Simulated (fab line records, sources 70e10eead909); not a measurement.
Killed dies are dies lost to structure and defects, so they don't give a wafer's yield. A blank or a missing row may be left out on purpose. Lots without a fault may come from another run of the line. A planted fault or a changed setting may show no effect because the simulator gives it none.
Chamber matching | flow nand_harc | NHARC_A_CONTACT_ETCH_91 on rie_diel-03: 4 sister chambers
The step etches the open film in CH3F/O2, target depth 40 nm, time 85.7 s. 8 wafers are shown with their chamber, then 12 later ones without.

WAFERS WITH THEIR CHAMBER
wafer  | chamber | showerhead_plenum_p_Torr (Torr) | drypump_motor_current_A (A)
L081.6 | 2       | 2.27                            | 5.4
L083.2 | 1       | 2.47                            | 5.0
L083.6 | 3       | 2.59                            | 5.4
L086.1 | 2       | 2.27                            | 5.4
L086.5 | 0       | 2.29                            | 5.7
L090.1 | 0       | 2.29                            | 5.7
L090.3 | 1       | 2.47                            | 4.9
L090.4 | 3       | 2.58                            | 5.5

WAFERS WITHOUT THEIR CHAMBER
wafer  | showerhead_plenum_p_Torr (Torr) | drypump_motor_current_A (A)
L088.1 | 2.29                            | 5.7
L088.3 | 2.58                            | 5.4
L088.4 | 2.47                            | 5.0
L089.1 | 2.29                            | 5.8
L089.2 | 2.66                            | 5.4
L089.3 | 2.47                            | 5.0
L092.1 | 2.58                            | 5.4
L092.2 | 2.29                            | 5.8
L092.4 | 2.66                            | 5.4
L096.1 | 2.29                            | 5.8
L096.2 | 2.58                            | 5.4
L096.3 | 2.65                            | 5.4

WHICH CHAMBER EACH WENT THROUGH
wafer  | from the rows above | in truth
L088.1 | 0                   | 0
L088.3 | 3                   | 3
L088.4 | 1                   | 1
L089.1 | 0                   | 0
L089.2 | 3                   | 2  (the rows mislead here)
L089.3 | 1                   | 1
L092.1 | 3                   | 3
L092.2 | 0                   | 0
L092.4 | 3                   | 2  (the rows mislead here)
L096.1 | 0                   | 0
L096.2 | 3                   | 3
L096.3 | 3                   | 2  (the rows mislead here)
Placed correctly: 9 of 12. Can't be placed from these rows: 0. Placed wrongly: 3.
How it was worked out, from the rows above alone: a wafer's distance from a chamber is the root of the sum, over the readings, of the square of ((its reading less the chamber's mean) divided by the reading's scatter). The wafer belongs to the nearest chamber; if the next one is less than 2 further off, it can't be placed. A chamber's mean is the mean of its shown wafers. The scatter: the root of (the sum of the squares of (reading less its chamber's mean) over the shown wafers, divided by (wafers less chambers)).
